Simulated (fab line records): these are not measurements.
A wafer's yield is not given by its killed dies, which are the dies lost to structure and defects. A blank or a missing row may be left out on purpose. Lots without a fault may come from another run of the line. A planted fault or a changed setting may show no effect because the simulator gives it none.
fab line records	flow n5-finfet
record: lots: 10	wafers: 29	last-day: 16
route steps=1938 shown HKMG_FIN@437 BEOL_M4@1111 PASSIVATION@1936
lots untouched by any fault: they come from a run of this same line in which no faults occurred
start-h: hours from the record's opening day to when the first of the lot's shown wafers began	wait-h: how many hours have passed since the lot's step before this one	" the same as in the row above	L1.1+2: several wafers, shown together as one row	- value missing, or start not given	* or withheld: withheld	< > ~ a bound
route shown NAME@n: names a module that has steps shown in the file, with the first one's number in the route	usual: the fault-free wafers' mean and standard deviation	same: alike in all rows	chamber/n: place in a boat	sites: the reading at each site	_std_site: how widely they spread, as a standard deviation	_edge_site: mean of outer sites minus mean of inner sites	radius-mm: for every site, how far away it sits from the centre of the wafer	mask NAME#n: copy n	behind: tool/chamber where the wafer was last shaped	hold: the reason the lot was held/the length of the hold in hours/how it ended	device: transistor that didn't switch, given as n, p or np	end of line: tests of these same wafers at the route's end	for a step that has no rows: nothing shown but its recipe	killed: count of dies lost to structure and defects at first sort (not the wafer's yield)	map: dies across one wafer; x = killed, . = not, _ = none there
set.NAME: the setting as run; set.NAME@STEP: as run at that earlier step	model.NAME: the simulator's own value behind a step, which no gauge read
steps of the route over a sample of lots; a table a step, a row a wafer
services: when a tool's chamber went out of use (start-h, in hours from the record's first day, below 0 if earlier), for how many hours, and the reason
== steps ==
step: N5_HKMG_FIN_STRIP_34
recipe: chemistry: CF4	resist: SiARC	power-w: 300	bias-power-w: 75	pressure-mtorr: 50	cf4-flow-sccm: 150	rf-frequency-hz: 6e+07
usual: drypump-motor-current-A: 5.5/0.49	oes-product-au: 0.77/0.085	rf-vpp-V: 271.0/1.5	showerhead-plenum-p-Torr: 1.78/0.054	throttle-valve-pct: 13.61/0.27
lot.wafer	tool	chamber	start-h	wait-h	drypump-motor-current-A	oes-product-au	rf-hours-counter-h	rf-vpp-V	showerhead-plenum-p-Torr	throttle-valve-pct
L247.2	rie-diel-03	2	76.14	0.0	5.9	0.73	182	272.5	1.77	13.60
L247.3	"	3	"	"	5.1	0.77	107	275.0	1.89	13.65
L247.4	"	3	"	"	5.1	0.77	-	274.0	1.89	13.65
L249.2	rie-diel-03	2	86.06	0.0	5.9	0.73	187	271.8	1.77	13.61
L249.3	"	0	"	"	6.1	0.97	1	270.2	1.76	13.59
L249.5	"	3	"	"	5.2	0.77	-	273.4	1.89	13.66
L252.2	rie-diel-04	0	107.63	0.0	5.0	0.70	229	272.2	1.77	13.86
L252.4	"	3	"	"	6.2	0.70	236	270.8	1.76	13.66
L252.6	"	3	"	"	6.2	0.70	-	270.7	1.76	13.66
L253.5	rie-diel-02	2	116.27	0.0	5.1	0.86	-	271.0	1.75	13.29
L253.6	"	1	"	"	6.4	0.70	-	271.4	1.77	13.50
L259.1	rie-diel-02	3	148.84	0.0	5.3	0.91	16	272.6	1.89	13.19
L259.2	"	2	"	"	5.1	0.84	47	269.6	1.74	13.32
L259.4	"	0	"	"	5.1	0.71	205	270.2	1.71	14.07
L260.1	rie-diel-04	1	154.22	0.0	6.0	0.73	187	272.0	1.85	13.88
L260.3	"	0	"	"	4.9	0.69	248	270.9	1.77	13.91
L260.6	"	1	"	"	6.0	0.73	-	273.4	1.85	13.88
L261.2	rie-diel-02	0	160.30	0.0	5.1	0.71	210	269.0	1.71	14.07
L261.3	"	1	"	"	6.4	0.69	248	271.3	1.77	13.53
L261.6	"	0	"	"	5.1	0.71	-	269.4	1.71	14.06
L262.1	rie-diel-04	2	166.55	0.0	5.0	0.96	1	271.2	1.76	13.21
L262.2	"	1	"	"	6.0	0.72	192	273.8	1.85	13.90
L262.3	"	0	"	"	5.0	0.68	253	270.2	1.76	13.92
L266.1	rie-diel-03	1	189.07	0.0	5.3	0.82	78	271.7	1.75	13.33
L266.5	"	3	"	"	5.2	0.73	-	273.5	1.88	13.74
L266.6	"	1	"	"	5.3	0.82	-	271.4	1.75	13.32
L267.3	rie-diel-04	3	202.33	0.0	6.1	0.91	9	269.4	1.75	13.11
L267.4	"	3	"	"	6.1	0.91	-	270.3	1.75	13.12
L267.6	"	1	"	"	6.0	0.72	-	272.6	1.84	13.94
step: N5_HKMG_FIN_ALD_91
recipe: material: TiN	target-thk-a: 10	temp-c: 400	ald-precursor-family: TiCl4	ald-co-reactant: NH3	pulse-time-s: 1	purge-time-s: 3	co-reactant-purge-time-s: 2	co-reactant-pulse-time-s: 2	ald-cycles: 47	pressure-torr: 3
usual: co-reactant-pulse-time-s: 2/0	heater-power-w: 893/84	precursor-pulse-height-rel: 1.000/0.021
lot.wafer	tool	chamber	start-h	wait-h	co-reactant-pulse-time-s	heater-power-w	precursor-pulse-height-rel
L247.2	ald-metal-02	3	76.84	0.3	2	882	1.007
L247.3	"	2	"	"	2	923	1.004
L247.4	"	1	"	"	2	860	0.982
L249.2	ald-metal-01	1	86.76	0.3	2	827	1.014
L249.3	"	3	"	"	2	741	0.963
L249.5	"	2	"	"	2	873	1.025
L252.2	ald-metal-01	0	108.39	0.3	2	834	1.038
L252.4	"	1	"	"	2	848	1.015
L252.6	"	0	"	"	2	838	0.995
L253.5	ald-metal-03	2	117.08	0.1	2	1099	1.051
L253.6	"	1	"	"	2	941	0.992
L259.1	ald-metal-01	1	149.54	0.3	2	841	0.999
L259.2	"	3	"	"	2	732	1.006
L259.4	"	0	"	"	2	837	0.997
L260.1	ald-metal-01	2	154.92	0.3	2.595	881	0.998
L260.3	"	3	"	"	2.595	753	0.986
L260.6	"	2	"	"	2.595	887	1.006
L261.2	ald-metal-01	1	161.00	0.3	2.595	842	0.980
L261.3	"	0	"	"	2.595	823	1.015
L261.6	"	0	"	"	2.595	817	1.018
L262.1	ald-metal-03	2	167.26	0.3	2	1076	0.965
L262.2	"	3	"	"	2	874	0.997
L262.3	"	1	"	"	2	939	1.014
L266.1	ald-metal-02	1	189.76	0.3	2	847	0.985
L266.5	"	1	"	"	2	864	1.028
L266.6	"	2	"	"	2	927	1.014
L267.3	ald-metal-03	1	203.03	0.1	2	931	1.000
L267.4	"	2	"	"	2	1088	0.985
L267.6	"	3	"	"	2	862	0.991
step: N5_HKMG_FIN_ALD_71
recipe: material: TiN	target-thk-a: 10	temp-c: 400	ald-precursor-family: TiCl4	ald-co-reactant: NH3	pulse-time-s: 1	purge-time-s: 3	co-reactant-purge-time-s: 2	co-reactant-pulse-time-s: 2	ald-cycles: 47	pressure-torr: 3
usual: co-reactant-pulse-time-s: 2/0	heater-power-w: 884/83	precursor-pulse-height-rel: 1.002/0.021
lot.wafer	tool	chamber	start-h	wait-h	co-reactant-pulse-time-s	heater-power-w	precursor-pulse-height-rel
L247.2	ald-metal-01	1	77.91	0.0	2	846	1.017
L247.3	"	3	"	"	2	749	1.046
L247.4	"	0	"	"	2	856	1.005
L249.2	ald-metal-03	1	87.84	0.0	2	902	0.992
L249.3	"	0	"	"	2	889	1.023
L249.5	"	3	"	"	2	872	0.975
L252.2	ald-metal-03	3	109.47	0.0	2	859	1.022
L252.4	"	0	"	"	2	894	0.965
L252.6	"	1	"	"	2	938	0.995
L253.5	ald-metal-02	1	118.16	0.1	2	876	1.021
L253.6	"	0	"	"	2	914	1.003
L259.1	ald-metal-02	1	150.66	0.0	2	855	1.021
L259.2	"	0	"	"	2	940	1.007
L259.4	"	2	"	"	2	962	0.953
L260.1	ald-metal-03	3	155.99	0.0	2	857	0.989
L260.3	"	2	"	"	2	1080	0.999
L260.6	"	0	"	"	2	859	1.009
L261.2	ald-metal-03	0	162.08	0.0	2	847	0.973
L261.3	"	3	"	"	2	866	1.057
L261.6	"	3	"	"	2	853	1.001
L262.1	ald-metal-01	0	168.34	0.0	2	828	0.970
L262.2	"	1	"	"	2	848	1.007
L262.3	"	3	"	"	2	760	0.996
L266.1	ald-metal-01	1	190.84	0.0	2	858	1.010
L266.5	"	0	"	"	2	807	1.013
L266.6	"	1	"	"	2	842	0.980
L267.3	ald-metal-01	0	204.11	0.0	2	831	0.963
L267.4	"	2	"	"	2	873	0.957
L267.6	"	3	"	"	2	743	1.045
step: N5_HKMG_FIN_ETCHBACK_68
recipe: chemistry: Cl2/Ar	stop-on: HfO2	target-depth-a: 5	pressure-mtorr: 10	icp-w: 600	bias-w: 60	Cl2_flow_sccm: 40	Ar_flow_sccm: 60
usual: drypump-motor-current-A: 5.8/0.44	oes-product-au: 0.72/0.097	throttle-valve-pct: 21.11/0.23
lot.wafer	tool	chamber	start-h	wait-h	drypump-motor-current-A	oes-product-au	rf-hours-counter-h	throttle-valve-pct
L247.2	rie-metal-03	0	78.47	0.0	6.2	0.88	16	21.09
L247.3	"	0	"	"	6.2	0.88	-	21.08
L247.4	"	1	"	"	5.1	0.79	-	20.71
L249.2	rie-metal-03	0	88.40	0.0	6.2	0.88	17	21.08
L249.3	"	0	"	"	6.2	0.88	-	21.06
L249.5	"	0	"	"	6.2	0.88	-	21.09
L252.2	rie-metal-02	1	110.03	0.0	5.6	0.63	113	21.33
L252.4	"	1	"	"	5.6	0.64	-	21.34
L252.6	"	1	"	"	5.6	0.64	-	21.33
L253.5	rie-metal-03	0	118.67	0.1	6.2	0.87	-	21.09
L253.6	"	1	"	"	5.1	0.79	-	20.69
L259.1	rie-metal-01	0	151.28	0.0	5.6	0.63	107	21.13
L259.2	"	1	"	"	6.4	0.66	100	21.40
L259.4	"	0	"	"	5.6	0.64	-	21.12
L260.1	rie-metal-03	1	156.72	0.0	5.1	0.78	46	20.72
L260.3	"	1	"	"	5.1	0.78	-	20.71
L260.6	"	0	"	"	6.2	0.86	-	21.10
L261.2	rie-metal-01	0	162.66	0.0	5.5	0.64	108	21.14
L261.3	"	1	"	"	6.4	0.65	-	21.40
L261.6	"	1	"	"	6.4	0.65	-	21.41
L262.1	rie-metal-02	1	168.89	0.0	5.6	0.63	118	21.35
L262.2	"	0	"	"	5.9	0.63	108	21.08
L262.3	"	1	"	"	5.6	0.63	-	21.35
L266.1	rie-metal-02	1	191.40	0.0	5.6	0.63	120	21.34
L266.5	"	1	"	"	5.6	0.63	-	21.34
L266.6	"	0	"	"	5.9	0.64	-	21.10
L267.3	rie-metal-02	0	204.70	0.1	5.9	0.63	-	21.09
L267.4	"	1	"	"	5.6	0.63	-	21.36
L267.6	"	1	"	"	5.6	0.63	-	21.34
step: N5_BEOL_M4_RC_MEAS_101
usual: DIBL_N: 35.8/1.5	DIBL_P: 35.9/1.8	IOFF_N: 0.152/0.025	IOFF_P: 0.21/0.031	ION_N: 672/11	ION_P: 462/7.4	SS_N: 71.5/0.52	SS_P: 73.2/0.54	VT_N: 250/3	VT_P: -250/3.3
lot.wafer	tool	chamber	start-h	wait-h	DIBL_N[mV/V]	DIBL_P[mV/V]	IOFF_N[nA/um]	IOFF_P[nA/um]	ION_N[uA/um]	ION_P[uA/um]	SS_N[mV/dec]	SS_P[mV/dec]	VT_N[mV]	VT_P[mV]
L247.2	prober-02	0	172.02	0.2	37.7	37.6	0.168	0.25	681	470	71.9	73.4	250	-247
L247.3	"	0	"	"	35.8	35.2	0.146	0.20	669	463	71.5	73.2	250	-248
L247.4	"	0	"	"	35.6	36.1	0.145	0.22	672	472	71.4	72.5	251	-248
L249.2	prober-02	0	178.93	0.2	37.5	36.4	0.161	0.23	675	467	71.4	73.3	249	-247
L249.3	"	0	"	"	38.5	38.3	0.195	0.27	690	474	72.0	73.9	244	-245
L249.5	"	0	"	"	35.5	34.8	0.131	0.20	665	465	71.7	73.3	251	-248
L252.2	prober-02	0	202.37	0.2	36.1	34.1	0.143	0.20	678	465	71.3	73.3	251	-249
L252.4	"	0	"	"	36.7	34.2	0.153	0.20	659	449	71.6	73.1	249	-247
L252.6	"	0	"	"	36.1	35.3	0.155	0.22	664	461	70.4	73.9	248	-247
L253.5	prober-02	0	219.01	0.6	36.8	38.6	0.155	0.19	678	459	71.0	73.4	252	-252
L253.6	"	0	"	"	37.5	38.5	0.170	0.20	676	463	70.9	73.9	251	-254
L259.1	prober-01	0	236.76	0.0	37.1	37.8	0.177	0.23	667	458	71.3	74.7	248	-248
L259.2	"	0	"	"	34.2	34.8	0.128	0.18	677	467	71.8	73.7	252	-250
L259.4	"	0	"	"	35.5	36.5	0.145	0.20	672	459	71.3	74.1	251	-253
L260.1	prober-02	0	244.23	0.0	34.0	33.2	0.113	0.18	656	461	71.1	73.0	252	-252
L260.3	"	0	"	"	33.8	33.3	0.118	0.18	652	456	70.5	72.8	253	-251
L260.6	"	0	"	"	34.7	34.0	0.121	0.19	663	455	71.7	73.1	254	-251
L261.2	prober-01	0	246.47	0.2	35.0	34.8	0.136	0.19	675	464	71.7	72.9	250	-252
L261.3	"	0	"	"	35.6	35.4	0.137	0.20	664	465	71.7	73.0	254	-250
L261.6	"	0	"	"	35.9	36.6	0.157	0.22	676	467	71.9	73.7	249	-248
L262.1	prober-02	0	261.63	0.0	35.2	36.2	0.142	0.20	675	461	71.5	73.4	250	-252
L262.2	"	0	"	"	38.9	40.1	0.205	0.27	687	475	72.3	74.0	245	-247
L262.3	"	0	"	"	35.4	35.7	0.134	0.20	658	456	71.5	72.7	250	-251
L266.1	prober-02	0	285.84	0.0	36.3	38.6	0.179	0.24	677	463	71.6	73.8	247	-249
L266.5	"	0	"	"	36.0	39.4	0.177	0.26	689	477	71.5	73.7	248	-248
L266.6	"	0	"	"	35.3	37.1	0.159	0.22	683	462	71.4	73.4	251	-249
L267.3	prober-01	0	289.49	0.3	34.0	34.4	0.141	0.21	664	463	72.0	73.1	252	-247
L267.4	"	0	"	"	33.5	34.2	0.127	0.20	648	457	70.8	72.4	253	-247
L267.6	"	0	"	"	34.8	36.0	0.159	0.24	689	473	71.4	73.4	249	-246
step: N5_PASSIVATION_PROBE_49
usual: defect-limited-yield: 91.7/1.7	killed_at_M0_to_M3: 34/10	killed_at_M4_up: 13/5.1	killed-at-contacts: 12/6.2	killed-at-front-end: 36/12	killed-at-other: 3.2/2.6	killed-dies: 98/20	killed-open: 65/13	killed-short: 32/8.4	sort_bin_5_function: 4.8/1.1	sort_bin_6_memory: 3.2/0.74	sort-n-pass: 1082/20	sort-yield-pct: 91.7/1.7
same: gross-dies: 1180	killed-at-back-side: 0	sort_bin_4_leakage[%]: 0	sort_bin_8_speed[%]: 0
lot.wafer	tool	chamber	start-h	wait-h	defect-limited-yield[%]	killed_at_M0_to_M3	killed_at_M4_up	killed-at-contacts	killed-at-front-end	killed-at-other	killed-dies	killed-open	killed-short	sort_bin_5_function[%]	sort_bin_6_memory[%]	sort-n-pass	sort-yield-pct[%]
L247.2	prober-01	-	273.70	0.1	92.1	38	8	15	32	0	93	62	30	4.6	2.9	1087	92.1
L247.3	prober-01	-	273.75	0.1	91.3	58	12	8	24	1	103	65	38	5.1	3.0	1077	91.3
L247.4	prober-01	-	273.80	0.2	93.0	34	11	9	27	2	83	61	19	4.9	1.9	1097	93.0
L249.2	prober-01	-	279.94	0.1	93.5	28	16	9	22	2	77	53	21	3.9	2.5	1103	93.5
L249.3	prober-01	-	279.99	0.1	93.6	40	10	11	15	0	76	54	21	3.3	3.0	1104	93.6
L249.5	prober-01	-	280.09	0.2	92.9	23	13	11	35	2	84	48	36	3.7	3.2	1096	92.9
L252.2	prober-01	-	308.77	0.1	93.2	37	17	7	17	2	80	57	21	3.6	2.9	1100	93.2
L252.4	prober-01	-	308.87	0.2	91.6	43	17	9	30	0	99	69	29	5.8	2.4	1081	91.6
L252.6	prober-01	-	308.97	0.3	91.5	43	17	11	29	0	100	64	34	5.3	2.8	1080	91.5
L253.5	prober-02	-	327.34	0.2	93.1	22	13	3	41	2	81	45	27	3.5	2.3	1099	93.1
L253.6	prober-02	-	327.39	0.3	93.4	16	8	14	38	2	78	56	22	3.6	2.8	1102	93.4
L259.1	prober-01	-	339.82	0.0	93.3	21	15	2	38	3	79	54	25	3.2	3.1	1101	93.3
L259.2	prober-01	-	339.87	0.1	92.5	32	11	6	37	3	89	59	30	4.8	2.6	1091	92.5
L259.4	prober-01	-	339.97	0.2	94.6	14	17	4	21	8	64	45	19	3.5	1.9	1116	94.6
L260.1	prober-01	-	350.89	0.0	93.4	29	11	14	23	1	78	54	22	4.0	2.5	1102	93.4
L260.3	prober-01	-	350.99	0.1	93.5	28	7	7	33	2	77	54	22	3.9	2.5	1103	93.5
L260.6	prober-01	-	351.14	0.3	91.9	32	15	13	34	1	95	69	25	5.1	2.8	1085	91.9
L261.2	prober-02	-	353.84	0.1	90.1	34	22	6	54	1	117	67	50	5.5	3.8	1063	90.1
L261.3	prober-02	-	353.89	0.1	92.0	28	9	3	51	3	94	62	32	4.7	3.1	1086	92.0
L261.6	prober-02	-	354.04	0.3	91.0	25	11	17	50	3	106	78	26	5.5	3.2	1074	91.0
L262.1	prober-01	-	362.68	0.0	92.5	28	8	10	38	5	89	56	31	4.7	2.5	1091	92.5
L262.2	prober-01	-	362.73	0.1	92.7	50	4	8	22	2	86	63	23	4.2	3.1	1094	92.7
L262.3	prober-01	-	362.78	0.1	92.4	32	17	8	26	7	90	58	32	4.7	2.7	1090	92.4
L266.1	prober-02	-	381.90	0.0	92.6	33	15	7	32	0	87	63	24	4.6	2.8	1093	92.6
L266.5	prober-02	-	382.10	0.2	92.0	31	16	6	40	1	94	59	34	4.8	2.7	1086	92.0
L266.6	prober-02	-	382.15	0.3	90.6	28	16	13	54	0	111	71	40	5.7	2.9	1069	90.6
L267.3	prober-02	-	392.07	0.1	93.1	22	12	11	35	2	82	57	23	4.6	2.2	1098	93.1
L267.4	prober-02	-	392.12	0.2	92.9	30	12	5	31	6	84	51	31	4.2	2.7	1096	92.9
L267.6	prober-02	-	392.22	0.3	89.2	41	22	18	39	8	128	74	51	5.7	4.1	1052	89.2
killed by level:class
L247.2 BEOL_M0_SAQP:geometric-particle:short=13 MOL_CONTACT_COAG:geometric-particle:open=12 FIN_SAQP:geometric-particle:open=9 BEOL_M0_SAQP:geometric-particle:open=8 BEOL_M1:geometric-particle:open=6 FIN_SAQP:geometric-particle:short=5 STI_FIN_REVEAL:geometric-particle:open=4 BEOL_M2:geometric-particle:open=4
L247.3 BEOL_M0_SAQP:geometric-particle:short=18 BEOL_M0_SAQP:geometric-particle:open=12 BEOL_M1:geometric-particle:open=10 BEOL_M2:geometric-particle:open=9 MOL_CONTACT_COAG:geometric-particle:open=6 BEOL_M4:geometric-particle:open=6 FIN_SAQP:geometric-particle:short=5 FIN_SAQP:geometric-particle:open=4
L247.4 BEOL_M1:geometric-particle:open=12 MOL_CONTACT_COAG:geometric-particle:open=9 BEOL_M3:geometric-particle:open=6 STI_FIN_REVEAL:geometric-particle:open=5 GATE_CUT:geometric-particle:open=5 BEOL_M0_SAQP:geometric-particle:short=4 BEOL_M2:geometric-particle:open=4 DUMMY_GATE:geometric-particle:open=3
L249.2 MOL_CONTACT_COAG:geometric-particle:open=7 STI_FIN_REVEAL:geometric-particle:open=5 DUMMY_GATE:geometric-particle:open=5 BEOL_M0_SAQP:geometric-particle:open=5 BEOL_M0_SAQP:geometric-particle:short=5 BEOL_M2:geometric-particle:open=5 BEOL_M3:geometric-particle:open=5 BEOL_M5:geometric-particle:open=5
L249.3 MOL_CONTACT_COAG:geometric-particle:open=9 BEOL_M2:geometric-particle:open=9 BEOL_M0_SAQP:geometric-particle:short=8 BEOL_M3:geometric-particle:open=8 BEOL_M0_SAQP:geometric-particle:open=7 STI_FIN_REVEAL:geometric-particle:open=5 BEOL_M1:geometric-particle:open=5 DUMMY_GATE:geometric-particle:open=3
L249.5 GATE_CUT:geometric-particle:short=9 MOL_CONTACT_COAG:geometric-particle:open=7 BEOL_M1:geometric-particle:open=6 MOL_CONTACT_COAG:geometric-particle:short=4 STARTING-WAFER:geometric-particle:open=4 BEOL_M1:geometric-particle:short=4 BEOL_M3:geometric-particle:short=4 BEOL_M4:geometric-particle:open=4
L252.2 BEOL_M2:geometric-particle:open=11 DUMMY_GATE:geometric-particle:open=7 MOL_CONTACT_COAG:geometric-particle:open=7 BEOL_M0_SAQP:geometric-particle:short=7 BEOL_M1:geometric-particle:open=6 BEOL_M0:geometric-particle:open=5 STI_FIN_REVEAL:geometric-particle:open=4 BEOL_M4:geometric-particle:open=4
L252.4 BEOL_M4:geometric-particle:open=10 BEOL_M0_SAQP:geometric-particle:open=8 MOL_CONTACT_COAG:geometric-particle:open=8 BEOL_M0_SAQP:geometric-particle:short=7 FIN_SAQP:geometric-particle:open=6 BEOL_M2:geometric-particle:open=6 BEOL_M3:geometric-particle:open=6 BEOL_M0:geometric-particle:open=5
L252.6 BEOL_M2:geometric-particle:open=15 MOL_CONTACT_COAG:geometric-particle:open=11 BEOL_M0_SAQP:geometric-particle:short=8 FIN_SAQP:geometric-particle:short=7 BEOL_M3:geometric-particle:open=7 GATE_CUT:geometric-particle:open=5 BEOL_M4:geometric-particle:short=5 BEOL_M0_SAQP:geometric-particle:open=4
L253.5 FIN_SAQP:geometric-particle:open=10 HKMG_FIN:area-etch=9 FIN_SAQP:geometric-particle:short=8 BEOL_M3:geometric-particle:open=7 STI_FIN_REVEAL:geometric-particle:open=6 BEOL_M0_SAQP:geometric-particle:short=4 MOL_CONTACT_COAG:geometric-particle:open=3 BEOL_M0:geometric-particle:open=3
L253.6 MOL_CONTACT_COAG:geometric-particle:open=12 STI_FIN_REVEAL:geometric-particle:open=9 FIN_SAQP:geometric-particle:short=7 BEOL_M3:geometric-particle:open=6 FIN_SAQP:geometric-particle:open=5 STARTING-WAFER:geometric-particle:open=5 BEOL_M1:geometric-particle:open=4 BEOL_M2:geometric-particle:open=3
L259.1 STI_FIN_REVEAL:geometric-particle:open=12 BEOL_M3:geometric-particle:open=7 BEOL_M1:geometric-particle:open=6 BEOL_M4:geometric-particle:open=6 GATE_CUT:geometric-particle:short=5 FIN_SAQP:geometric-particle:short=4 FIN_SAQP:geometric-particle:open=4 BEOL_M3:geometric-particle:short=3
L259.2 FIN_SAQP:geometric-particle:short=8 STI_FIN_REVEAL:geometric-particle:open=7 BEOL_M3:geometric-particle:open=7 GATE_CUT:geometric-particle:short=5 MOL_CONTACT_COAG:geometric-particle:open=5 BEOL_M0_SAQP:geometric-particle:short=5 BEOL_M0_SAQP:geometric-particle:open=5 BEOL_M1:geometric-particle:open=5
L259.4 BEOL_M4:geometric-particle:open=11 STI_FIN_REVEAL:geometric-particle:open=7 BEOL_M3:geometric-particle:open=7 FIN_SAQP:geometric-particle:short=3 MOL_CONTACT_COAG:geometric-particle:open=3 BEOL_M0_SAQP:geometric-particle:open=3 PAD_METAL:geometric-particle:open=3 DUMMY_GATE:geometric-particle:open=2
L260.1 MOL_CONTACT_COAG:geometric-particle:open=14 FIN_SAQP:geometric-particle:short=5 BEOL_M1:geometric-particle:open=5 BEOL_M2:geometric-particle:open=5 STARTING-WAFER:geometric-particle:short=4 BEOL_M0_SAQP:geometric-particle:open=4 BEOL_M0_SAQP:geometric-particle:short=4 BEOL_M3:geometric-particle:open=4
L260.3 FIN_SAQP:geometric-particle:open=10 MOL_CONTACT_COAG:geometric-particle:open=7 BEOL_M2:geometric-particle:open=7 FIN_SAQP:geometric-particle:short=5 STI_FIN_REVEAL:geometric-particle:open=4 BEOL_M0_SAQP:geometric-particle:open=4 BEOL_M0_SAQP:geometric-particle:short=4 BEOL_M1:geometric-particle:open=4
L260.6 MOL_CONTACT_COAG:geometric-particle:open=11 BEOL_M0_SAQP:geometric-particle:open=11 FIN_SAQP:geometric-particle:short=8 BEOL_M2:geometric-particle:open=8 BEOL_M4:geometric-particle:open=7 FIN_SAQP:geometric-particle:open=4 STI_FIN_REVEAL:geometric-particle:open=4 DUMMY_GATE:geometric-particle:open=4
L261.2 BEOL_M0_SAQP:geometric-particle:short=12 FIN_SAQP:geometric-particle:short=11 FIN_SAQP:geometric-particle:open=9 BEOL_M4:geometric-particle:open=9 GATE_CUT:geometric-particle:short=7 BEOL_M2:geometric-particle:open=7 BEOL_M0_SAQP:geometric-particle:open=6 ILD0:geometric-particle:open=5
L261.3 BEOL_M1:geometric-particle:open=13 FIN_SAQP:geometric-particle:open=10 STI_FIN_REVEAL:geometric-particle:open=9 GATE_CUT:geometric-particle:short=9 ILD0:geometric-particle:open=4 GATE_CUT:geometric-particle:open=4 BEOL_M3:geometric-particle:open=4 BEOL_M0_SAQP:geometric-particle:short=3
L261.6 MOL_CONTACT_COAG:geometric-particle:open=15 FIN_SAQP:geometric-particle:short=10 FIN_SAQP:geometric-particle:open=10 BEOL_M0_SAQP:geometric-particle:open=7 BEOL_M1:geometric-particle:open=7 ILD0:geometric-particle:open=6 SPACER0:geometric-particle:open=5 GATE_CUT:geometric-particle:open=4
L262.1 MOL_CONTACT_COAG:geometric-particle:open=9 DUMMY_GATE:geometric-particle:open=7 FIN_SAQP:geometric-particle:short=6 BEOL_M0_SAQP:geometric-particle:short=6 FIN_SAQP:geometric-particle:open=5 STI_FIN_REVEAL:geometric-particle:open=5 BEOL_M1:geometric-particle:open=5 BEOL_M2:geometric-particle:open=5
L262.2 BEOL_M0_SAQP:geometric-particle:open=19 BEOL_M0_SAQP:geometric-particle:short=9 BEOL_M3:geometric-particle:open=8 BEOL_M2:geometric-particle:open=7 MOL_CONTACT_COAG:geometric-particle:open=6 DUMMY_GATE:geometric-particle:open=5 FIN_SAQP:geometric-particle:open=4 BEOL_M3:geometric-particle:short=4
L262.3 BEOL_M0_SAQP:geometric-particle:open=12 BEOL_M0_SAQP:geometric-particle:short=12 BEOL_M4:geometric-particle:open=9 MOL_CONTACT_COAG:geometric-particle:open=7 STI_FIN_REVEAL:geometric-particle:open=5 FIN_SAQP:geometric-particle:short=4 BEOL_M8:geometric-particle:open=4 DUMMY_GATE:geometric-particle:open=3
L266.1 BEOL_M2:geometric-particle:open=11 MOL_CONTACT_COAG:geometric-particle:open=7 BEOL_M0_SAQP:geometric-particle:open=7 BEOL_M1:geometric-particle:open=7 BEOL_M4:geometric-particle:open=7 FIN_SAQP:geometric-particle:open=5 FIN_SAQP:geometric-particle:short=4 STI_FIN_REVEAL:geometric-particle:open=4
L266.5 BEOL_M0_SAQP:geometric-particle:open=8 DUMMY_GATE:geometric-particle:open=7 FIN_SAQP:geometric-particle:short=6 BEOL_M0_SAQP:geometric-particle:short=6 BEOL_M2:geometric-particle:open=6 STI_FIN_REVEAL:geometric-particle:open=5 BEOL_M4:geometric-particle:open=5 STARTING-WAFER:geometric-particle:short=5
L266.6 FIN_SAQP:geometric-particle:open=15 STI_FIN_REVEAL:geometric-particle:open=9 MOL_CONTACT_COAG:geometric-particle:open=9 BEOL_M1:geometric-particle:open=8 FIN_SAQP:geometric-particle:short=7 BEOL_M4:geometric-particle:open=6 BEOL_M3:geometric-particle:open=5 DUMMY_GATE:geometric-particle:short=5
L267.3 MOL_CONTACT_COAG:geometric-particle:open=9 DUMMY_GATE:geometric-particle:open=7 BEOL_M0_SAQP:geometric-particle:open=7 STARTING-WAFER:geometric-particle:short=6 FIN_SAQP:geometric-particle:open=5 FIN_SAQP:geometric-particle:short=4 BEOL_M1:geometric-particle:open=4 BEOL_M3:geometric-particle:open=4
L267.4 STI_FIN_REVEAL:geometric-particle:open=8 FIN_SAQP:geometric-particle:open=6 BEOL_M0_SAQP:geometric-particle:open=6 BEOL_M0_SAQP:geometric-particle:short=5 BEOL_M1:geometric-particle:open=5 BEOL_M4:geometric-particle:short=4 BEOL_M4:geometric-particle:open=4 PASS1_CAP:geometric-particle:open=4
L267.6 MOL_CONTACT_COAG:geometric-particle:open=11 BEOL_M0_SAQP:geometric-particle:short=10 BEOL_M4:geometric-particle:open=10 MOL_CONTACT_COAG:geometric-particle:short=7 BEOL_M3:geometric-particle:open=7 BEOL_M4:geometric-particle:short=7 BEOL_M1:geometric-particle:open=6 BEOL_M2:geometric-particle:open=6
== services ==
tool	chamber	start-h	hours	kind
rie-metal-03	1	55.62	2.4	repair
rie-diel-03	0	63.04	1.6	repair
rie-metal-01	-	69.73	3.4	repair
ald-metal-03	2	73.11	19.1	repair
rie-metal-02	-	79.49	14.6	pm
rie-diel-02	3	87.23	-	clean
rie-metal-03	-	92.99	14.6	pm
ald-metal-01	2	93.62	22.0	repair
rie-diel-03	1	129.58	13.2	repair
rie-diel-04	2	139.87	-	clean
rie-diel-04	2	139.87	-	consumable-replace:focus-ring
rie-diel-04	2	139.87	23.9	scheduled-down
rie-diel-04	2	139.87	23.9	vent-cycle
rie-metal-02	-	152.42	0.4	repair
rie-diel-04	3	163.89	-	clean
rie-diel-04	3	163.89	-	consumable-replace:focus-ring
rie-diel-04	3	163.89	13.6	scheduled-down
rie-diel-04	3	163.89	13.6	vent-cycle
rie-diel-04	0	177.63	-	clean
rie-diel-04	0	177.63	-	consumable-replace:focus-ring
rie-diel-04	0	177.63	29.9	scheduled-down
rie-diel-04	0	177.63	29.9	vent-cycle
rie-metal-03	-	181.71	0.5	repair
ald-metal-03	-	190.28	8.7	pm
== key ==
first-sign: step: N5_HKMG_FIN_ALD_91	reading: co-reactant-pulse-time-s	direction: up	sigmas: 99+	usual: *	struck: *
effect none on later readings
met-at N5_HKMG_FIN_ALD_91
struck-lots L260,L261
not-acting-at N5_HKMG_FIN_STRIP_34,N5_HKMG_FIN_ALD_71,N5_HKMG_FIN_ETCHBACK_68
onset-between 149.54 154.92
fault: kind: process-parameter-drift	tool: ald-metal-01	chamber: -	onset-h: 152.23	steps: N5_HKMG_FIN_ALD_91	channel: co-reactant-pulse-time-s	offset: *	shape: step	acts-in: *	stated: *
